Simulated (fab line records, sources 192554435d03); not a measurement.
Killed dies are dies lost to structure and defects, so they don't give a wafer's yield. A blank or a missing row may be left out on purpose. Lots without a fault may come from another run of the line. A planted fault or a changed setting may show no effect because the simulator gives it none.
Which tool did it? | flow n5_finfet | 24 lots, 72 wafers sampled, at 6 steps of a route of 1938

WHAT THE GAUGES READ, wafer by wafer
N5_BEOL_M3_CD_MEAS_35: target cd 18 nm, target cd y 21 nm. Usual: cd_nm 18.0 nm, standard deviation 0.32.
lot  | measured     | on        | cd_nm (nm)     | flag
L074 | day 7 03:17  | cd_sem-02 | 18.5 18.1 18.4 |
L075 | day 7 08:29  | cd_sem-02 | 18.0 18.3 18.2 |
L076 | day 7 13:39  | cd_sem-03 | 17.9 17.5 17.9 |
L077 | day 7 20:05  | cd_sem-02 | 18.2 18.1 17.9 |
L078 | day 8 00:10  | cd_sem-02 | 17.5 18.1 17.9 |
L079 | day 8 05:08  | cd_sem-02 | 18.1 18.3 18.3 |
L080 | day 8 19:39  | cd_sem-01 | 17.9 18.1 17.8 |
L081 | day 8 23:33  | cd_sem-02 | 18.1 17.8 17.9 |
L082 | day 9 17:15  | cd_sem-03 | 17.7 17.9 18.3 |
L083 | day 9 21:50  | cd_sem-01 | 18.0 18.1 18.5 |
L084 | day 9 23:43  | cd_sem-02 | 18.2 18.2 18.5 |
L085 | day 10 14:25 | cd_sem-02 | 17.7 17.7 17.8 |
L086 | day 10 14:33 | cd_sem-03 | 17.8 17.7 17.6 |
L087 | day 11 01:55 | cd_sem-03 | 18.0 17.9 18.0 |
L088 | day 11 05:17 | cd_sem-03 | 18.4 18.3 17.8 |
L089 | day 11 10:09 | cd_sem-03 | 18.0 18.4 18.3 |
L090 | day 11 12:05 | cd_sem-03 | 18.1 17.8 18.5 |
L092 | day 11 21:35 | cd_sem-01 | 17.8 17.9 18.3 |
L091 | day 12 02:45 | cd_sem-03 | 18.1 18.4 18.5 |
L093 | day 12 09:38 | cd_sem-02 | 18.1 18.1 18.1 |
L094 | day 12 09:47 | cd_sem-01 | 18.0 17.4 18.3 |
L095 | day 12 15:16 | cd_sem-02 | 18.3 18.2 18.1 |
L097 | day 13 21:11 | cd_sem-02 | 18.0 18.2 17.9 |
L096 | day 13 17:57 | cd_sem-01 | 18.3 17.3 18.0 |

N5_BEOL_M4_CD_MEAS_11: target cd 16.79 nm. Usual: cd_nm 16.79 nm, standard deviation 0.21.
lot  | measured     | on        | cd_nm (nm)        | flag
L074 | day 7 09:44  | cd_sem-01 | 16.82 16.87 16.88 |
L075 | day 7 13:40  | cd_sem-01 | 17.17 16.56 16.67 |
L076 | day 7 19:14  | cd_sem-03 | 16.91 16.66 16.66 |
L077 | day 8 01:47  | cd_sem-03 | 17.14 16.99 16.85 |
L078 | day 8 06:18  | cd_sem-03 | 16.89 16.86 16.72 |
L079 | day 8 12:25  | cd_sem-03 | 16.92 16.56 16.42 |
L080 | day 9 00:13  | cd_sem-02 | 16.79 16.86 16.88 |
L081 | day 9 07:36  | cd_sem-02 | 16.84 17.01 16.67 |
L082 | day 10 00:19 | cd_sem-03 | 16.99 17.04 17.37 |
L083 | day 10 05:08 | cd_sem-03 | 16.76 16.55 16.87 |
L084 | day 10 06:52 | cd_sem-02 | 17.17 16.97 16.69 |
L085 | day 10 18:48 | cd_sem-01 | 16.54 16.67 16.57 |
L086 | day 11 05:29 | cd_sem-02 | 16.82 17.04 16.52 |
L087 | day 11 08:15 | cd_sem-02 | 16.86 16.60 16.56 |
L088 | day 11 13:04 | cd_sem-01 | 16.72 16.74 16.93 |
L089 | day 11 16:15 | cd_sem-01 | 16.83 17.07 16.93 |
L090 | day 11 17:02 | cd_sem-02 | 16.67 17.00 17.00 |
L092 | day 12 03:28 | cd_sem-02 | 17.00 16.84 16.68 |
L091 | day 12 10:05 | cd_sem-03 | 16.80 16.68 16.47 |
L093 | day 12 15:22 | cd_sem-03 | 16.86 16.68 16.81 |
L094 | day 12 17:02 | cd_sem-03 | 16.89 16.91 16.85 |
L095 | day 12 20:47 | cd_sem-03 | 16.78 16.65 16.84 |
L097 | day 14 01:53 | cd_sem-03 | 16.82 16.47 16.95 |
L096 | day 13 23:18 | cd_sem-03 | 16.55 16.88 16.95 |

WHICH TOOL RAN EACH LOT (tool, then ch and the chambers of the sampled wafers, then the start)
lot  | N5_BEOL_M3_DESCUM_33               | N5_BEOL_M3_SPUTTER_79        | N5_BEOL_M3_SPUTTER_86        | N5_BEOL_M3_DEP_57
L074 | rie_diel-03 ch 0,1,3, day 7 01:08  | pvd_sputter-02, day 7 06:16  | pvd_sputter-02, day 7 06:42  | pecvd-02 ch 0,1, day 7 08:55
L075 | rie_diel-04 ch 0,2,3, day 7 04:55  | pvd_sputter-01, day 7 09:53  | pvd_sputter-01, day 7 10:20  | pecvd-01 ch 0,1,2, day 7 12:25
L076 | rie_diel-05 ch 0,2,3, day 7 09:28  | pvd_sputter-02, day 7 15:08  | pvd_sputter-02, day 7 15:34  | pecvd-04 ch 0,1,2, day 7 17:39
L077 | rie_diel-04 ch 0,1, day 7 14:41    | pvd_sputter-03, day 7 21:55  | pvd_sputter-03, day 7 22:22  | pecvd-01 ch 1,2, day 8 00:40
L078 | rie_diel-03 ch 0,3, day 7 21:10    | pvd_sputter-02, day 8 02:15  | pvd_sputter-02, day 8 02:41  | pecvd-04 ch 0,2, day 8 05:02
L079 | rie_diel-04 ch 0,2,3, day 8 03:02  | pvd_sputter-03, day 8 08:11  | pvd_sputter-03, day 8 08:38  | pecvd-02 ch 1,2, day 8 10:49
L080 | rie_diel-04 ch 0,2,3, day 8 11:55  | pvd_sputter-03, day 8 20:55  | pvd_sputter-03, day 8 21:21  | pecvd-04 ch 0,1, day 8 23:26
L081 | rie_diel-03 ch 0,1,2, day 8 21:26  | pvd_sputter-02, day 9 00:28  | pvd_sputter-02, day 9 00:55  | pecvd-02 ch 0,2, day 9 03:04
L082 | rie_diel-04 ch 1,2,3, day 9 01:36  | pvd_sputter-03, day 9 20:21  | pvd_sputter-03, day 9 20:47  | pecvd-02 ch 1,2, day 9 22:54
L083 | rie_diel-03 ch 0,2,3, day 9 09:02  | pvd_sputter-02, day 9 23:09  | pvd_sputter-02, day 10 00:35 | pecvd-02 ch 0,1,2, day 10 02:49
L084 | rie_diel-05 ch 0,2,3, day 9 14:36  | pvd_sputter-03, day 10 01:23 | pvd_sputter-03, day 10 01:50 | pecvd-01 ch 1,2, day 10 05:01
L085 | rie_diel-03 ch 0,1,3, day 10 08:47 | pvd_sputter-03, day 10 15:34 | pvd_sputter-03, day 10 16:00 | pecvd-02 ch 1,2, day 10 18:07
L086 | rie_diel-04 ch 0,1, day 10 09:54   | pvd_sputter-01, day 11 01:29 | pvd_sputter-01, day 11 01:56 | pecvd-04 ch 0,1, day 11 04:04
L087 | rie_diel-05 ch 0,3, day 10 15:40   | pvd_sputter-02, day 11 02:53 | pvd_sputter-02, day 11 03:19 | pecvd-04 ch 0,2, day 11 05:24
L088 | rie_diel-05 ch 1,2,3, day 10 19:11 | pvd_sputter-01, day 11 08:31 | pvd_sputter-01, day 11 08:57 | pecvd-02 ch 0,2, day 11 11:37
L089 | rie_diel-05 ch 1,2, day 11 06:23   | pvd_sputter-02, day 11 11:48 | pvd_sputter-02, day 11 12:14 | pecvd-01 ch 1,2, day 11 14:19
L090 | rie_diel-03 ch 0,2,3, day 11 09:29 | pvd_sputter-01, day 11 13:47 | pvd_sputter-01, day 11 14:14 | pecvd-04 ch 0,2, day 11 16:20
L092 | rie_diel-05 ch 1,3, day 11 17:02   | pvd_sputter-01, day 11 22:52 | pvd_sputter-01, day 11 23:18 | pecvd-02 ch 0,2, day 12 01:24
L091 | rie_diel-04 ch 0,1,3, day 11 17:37 | pvd_sputter-01, day 12 04:13 | pvd_sputter-01, day 12 04:40 | pecvd-04 ch 0,1, day 12 06:46
L093 | rie_diel-05 ch 1,3, day 11 22:47   | pvd_sputter-03, day 12 10:50 | pvd_sputter-03, day 12 11:17 | pecvd-04 ch 0,1,2, day 12 13:22
L094 | rie_diel-04 ch 1,2, day 12 04:14   | pvd_sputter-03, day 12 12:41 | pvd_sputter-03, day 12 13:07 | pecvd-04 ch 0,1,2, day 12 15:12
L095 | rie_diel-05 ch 0,1,3, day 12 08:50 | pvd_sputter-02, day 12 17:10 | pvd_sputter-02, day 12 17:36 | pecvd-01 ch 0,1, day 12 19:41
L097 | rie_diel-05 ch 0,1, day 13 02:37   | pvd_sputter-03, day 13 22:23 | pvd_sputter-03, day 13 22:49 | pecvd-02 ch 0,2, day 14 00:54
L096 | rie_diel-05 ch 1,2, day 13 04:24   | pvd_sputter-03, day 13 19:25 | pvd_sputter-03, day 13 19:51 | pecvd-04 ch 0,1,2, day 13 21:56
- N5_BEOL_M3_DESCUM_33: chemistry O2, time 7 s.
- N5_BEOL_M3_SPUTTER_79: material Cu, target thk 4.5 nm, time 8.29 s.
- N5_BEOL_M3_SPUTTER_86: material Cu, target thk 4.5 nm, time 8.29 s.
- N5_BEOL_M3_DEP_57: deposits SiCN from 3MS/NH3, target thk 8 nm, time 14 s.

WHAT THE TOOLS THEMSELVES READ (means of the sampled wafers that have a number; where no wafer has one, the mark that the record gives instead)
N5_BEOL_M3_DESCUM_33. Usual: drypump_motor_current_A 5.9 A, standard deviation 0.4; oes_product_au 0.76 a.u., standard deviation 0.058; rf_vpp_V 243.6 V, standard deviation 1.2; showerhead_plenum_p_Torr 2.12 Torr, standard deviation 0.055; throttle_valve_pct 20.48 %, standard deviation 0.14.
lot  | tool        | drypump_motor_current_A (A) | oes_product_au (a.u.) | rf_vpp_V (V) | showerhead_plenum_p_Torr (Torr) | throttle_valve_pct (%) | flag
L074 | rie_diel-03 | 6.0                         | 0.79                  | 242.4        | 2.07                            | 20.40                  |
L075 | rie_diel-04 | 6.2                         | 0.77                  | 243.2        | 2.13                            | 20.35                  |
L076 | rie_diel-05 | 5.5                         | 0.81                  | 244.3        | 2.16                            | 20.55                  |
L077 | rie_diel-04 | 5.9                         | 0.80                  | 243.5        | 2.14                            | 20.50                  |
L078 | rie_diel-03 | 6.1                         | 0.72                  | 243.8        | 2.07                            | 20.44                  |
L079 | rie_diel-04 | 6.2                         | 0.77                  | 243.4        | 2.13                            | 20.35                  |
L080 | rie_diel-04 | 6.1                         | 0.77                  | 243.5        | 2.13                            | 20.36                  |
L081 | rie_diel-03 | 6.0                         | 0.78                  | 242.9        | 2.07                            | 20.34                  |
L082 | rie_diel-04 | 6.3                         | 0.74                  | 242.8        | 2.09                            | 20.47                  |
L083 | rie_diel-03 | 5.8                         | 0.72                  | 242.7        | 2.07                            | 20.41                  |
L084 | rie_diel-05 | 5.6                         | 0.79                  | 244.3        | 2.16                            | 20.56                  |
L085 | rie_diel-03 | 6.0                         | 0.76                  | 242.9        | 2.06                            | 20.44                  |
L086 | rie_diel-04 | 5.7                         | 0.81                  | 244.2        | 2.18                            | 20.42                  |
L087 | rie_diel-05 | 5.4                         | 0.81                  | 244.1        | 2.13                            | 20.57                  |
L088 | rie_diel-05 | 5.8                         | 0.76                  | 244.6        | 2.17                            | 20.54                  |
L089 | rie_diel-05 | 5.7                         | 0.72                  | 244.6        | 2.16                            | 20.62                  |
L090 | rie_diel-03 | 5.8                         | 0.71                  | 243.1        | 2.07                            | 20.44                  |
L092 | rie_diel-05 | 5.8                         | 0.75                  | 244.4        | 2.18                            | 20.50                  |
L091 | rie_diel-04 | 6.0                         | 0.75                  | 242.5        | 2.13                            | 20.47                  |
L093 | rie_diel-05 | 5.8                         | 0.75                  | 244.9        | 2.18                            | 20.50                  |
L094 | rie_diel-04 | 6.4                         | 0.72                  | 242.8        | 2.08                            | 20.49                  |
L095 | rie_diel-05 | 5.6                         | 0.77                  | 244.1        | 2.16                            | 20.55                  |
L097 | rie_diel-05 | 5.6                         | 0.73                  | 243.5        | 2.15                            | 20.59                  |
L096 | rie_diel-05 | 5.8                         | 0.71                  | 244.2        | 2.16                            | 20.60                  |

N5_BEOL_M3_SPUTTER_79. Usual: throttle_valve_pct 29.6 %, standard deviation 0.98.
lot  | tool           | throttle_valve_pct (%) | flag
L074 | pvd_sputter-02 | 29.1                   |
L075 | pvd_sputter-01 | 29.9                   |
L076 | pvd_sputter-02 | 29.6                   |
L077 | pvd_sputter-03 | 30.4                   |
L078 | pvd_sputter-02 | 28.5                   |
L079 | pvd_sputter-03 | 29.7                   |
L080 | pvd_sputter-03 | 30.2                   |
L081 | pvd_sputter-02 | 29.9                   |
L082 | pvd_sputter-03 | 30.3                   |
L083 | pvd_sputter-02 | 29.4                   |
L084 | pvd_sputter-03 | 30.5                   |
L085 | pvd_sputter-03 | 29.6                   |
L086 | pvd_sputter-01 | 30.0                   |
L087 | pvd_sputter-02 | 29.1                   |
L088 | pvd_sputter-01 | 29.4                   |
L089 | pvd_sputter-02 | 29.5                   |
L090 | pvd_sputter-01 | 29.3                   |
L092 | pvd_sputter-01 | 29.6                   |
L091 | pvd_sputter-01 | 29.4                   |
L093 | pvd_sputter-03 | 29.5                   |
L094 | pvd_sputter-03 | 30.2                   |
L095 | pvd_sputter-02 | 29.1                   |
L097 | pvd_sputter-03 | 29.8                   |
L096 | pvd_sputter-03 | 30.5                   |

N5_BEOL_M3_SPUTTER_86. Usual: throttle_valve_pct 29.6 %, standard deviation 0.98.
lot  | tool           | throttle_valve_pct (%) | flag
L074 | pvd_sputter-02 | 29.3                   |
L075 | pvd_sputter-01 | 30.0                   |
L076 | pvd_sputter-02 | 29.5                   |
L077 | pvd_sputter-03 | 30.2                   |
L078 | pvd_sputter-02 | 28.4                   |
L079 | pvd_sputter-03 | 29.7                   |
L080 | pvd_sputter-03 | 30.3                   |
L081 | pvd_sputter-02 | 29.7                   |
L082 | pvd_sputter-03 | 30.3                   |
L083 | pvd_sputter-02 | 29.6                   |
L084 | pvd_sputter-03 | 30.3                   |
L085 | pvd_sputter-03 | 29.5                   |
L086 | pvd_sputter-01 | 30.1                   |
L087 | pvd_sputter-02 | 29.3                   |
L088 | pvd_sputter-01 | 29.3                   |
L089 | pvd_sputter-02 | 29.3                   |
L090 | pvd_sputter-01 | 29.4                   |
L092 | pvd_sputter-01 | 29.6                   |
L091 | pvd_sputter-01 | 29.5                   |
L093 | pvd_sputter-03 | 29.5                   |
L094 | pvd_sputter-03 | 30.3                   |
L095 | pvd_sputter-02 | 29.2                   |
L097 | pvd_sputter-03 | 29.6                   |
L096 | pvd_sputter-03 | 30.4                   |

N5_BEOL_M3_DEP_57. Usual: showerhead_plenum_p_Torr 3.659 Torr, standard deviation 0.016; throttle_valve_pct 9.1 %, standard deviation 0.64.
lot  | tool     | showerhead_plenum_p_Torr (Torr) | throttle_valve_pct (%) | flag
L074 | pecvd-02 | 3.657                           | 8.7                    |
L075 | pecvd-01 | 3.645                           | 9.7                    |
L076 | pecvd-04 | 3.664                           | 8.9                    |
L077 | pecvd-01 | 3.654                           | 9.5                    |
L078 | pecvd-04 | 3.678                           | 9.3                    |
L079 | pecvd-02 | 3.657                           | 8.9                    |
L080 | pecvd-04 | 3.659                           | 9.6                    |
L081 | pecvd-02 | 3.667                           | 8.8                    |
L082 | pecvd-02 | 3.657                           | 9.0                    |
L083 | pecvd-02 | 3.665                           | 9.0                    |
L084 | pecvd-01 | 3.648                           | 9.1                    |
L085 | pecvd-02 | 3.659                           | 9.1                    |
L086 | pecvd-04 | 3.662                           | 9.6                    |
L087 | pecvd-04 | 3.683                           | 9.0                    |
L088 | pecvd-02 | 3.665                           | 8.8                    |
L089 | pecvd-01 | 3.649                           | 9.5                    |
L090 | pecvd-04 | 3.675                           | 9.6                    |
L092 | pecvd-02 | 3.663                           | 9.0                    |
L091 | pecvd-04 | 3.667                           | 9.8                    |
L093 | pecvd-04 | 3.660                           | 9.1                    |
L094 | pecvd-04 | 3.666                           | 9.1                    |
L095 | pecvd-01 | 3.643                           | 10.1                   |
L097 | pecvd-02 | 3.660                           | 9.3                    |
L096 | pecvd-04 | 3.663                           | 9.1                    |

THE ANSWER, worked out from the rows above alone
Rule: a lot is off if the mean of its wafers that have a number lies more than 3 standard deviations from the usual mean. A lot without any number at a reading at which 4 lots or more have one is off too. The other lots that the step has rows for count as sound. The gauges are gone through in route order, then the tools' own readings, and for those a lot's mean is taken as printed above. The first step at which some lot is off is used, and at that step the reading that is off furthest; a lot without a number counts as furthest.
No lot is off at any reading shown: from this, nothing can be told.

WHAT THE SIMULATOR HAD PUT IN
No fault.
